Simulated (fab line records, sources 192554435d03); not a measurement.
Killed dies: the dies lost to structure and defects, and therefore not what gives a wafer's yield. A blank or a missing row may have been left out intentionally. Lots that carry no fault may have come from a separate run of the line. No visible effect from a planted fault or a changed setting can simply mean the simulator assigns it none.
Matching of chambers    flow n5 finfet    N5_BEOL_M3_STRIP_66 on rie diel-05 has 4 sister chambers
The step strips in CF4. 4 wafers are shown with their chamber, then 11 later ones without.

## WAFERS PAIRED WITH THEIR CHAMBERS
wafer   chamber  drypump motor current A (A)
L085.1  2        5.8
L090.5  1        5.4
L090.6  0        6.4
L091.2  3        5.5

## WAFERS WHOSE CHAMBER IS MISSING
wafer   drypump motor current A (A)
L091.4  5.7
L091.6  5.7
L092.1  6.4
L092.2  5.7
L092.3  5.5
L095.2  6.4
L095.5  5.7
L095.6  5.4
L096.2  5.7
L096.4  5.4
L096.5  5.7

## WHICH CHAMBER EACH ONE RAN IN
wafer   from the rows above      in truth
L091.4  can't be placed: 2 or 3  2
L091.6  can't be placed: 2 or 3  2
L092.1  0                        0
L092.2  can't be placed: 2 or 3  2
L092.3  can't be placed: 3 or 1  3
L095.2  0                        0
L095.5  can't be placed: 2 or 3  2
L095.6  can't be placed: 1 or 3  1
L096.2  can't be placed: 2 or 3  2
L096.4  can't be placed: 1 or 3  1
L096.5  can't be placed: 2 or 3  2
Placed correctly: 2 of 11. Unplaceable from these rows: 9, with the true chamber sitting among the candidates in 9. Wrongly placed: 0.
How it was worked out, from the rows above alone: a wafer's distance from a chamber is the root of the sum, over the readings, of the square of ((its reading less the chamber's mean) divided by the reading's scatter). The wafer belongs to the nearest chamber; if the next one is less than 2 further off, it can't be placed. For every chamber, the mean is computed from those of its wafers that are shown. The scatter: with one shown wafer a chamber, the root of the mean of the squares of how far each hidden wafer lies from its nearest shown one.
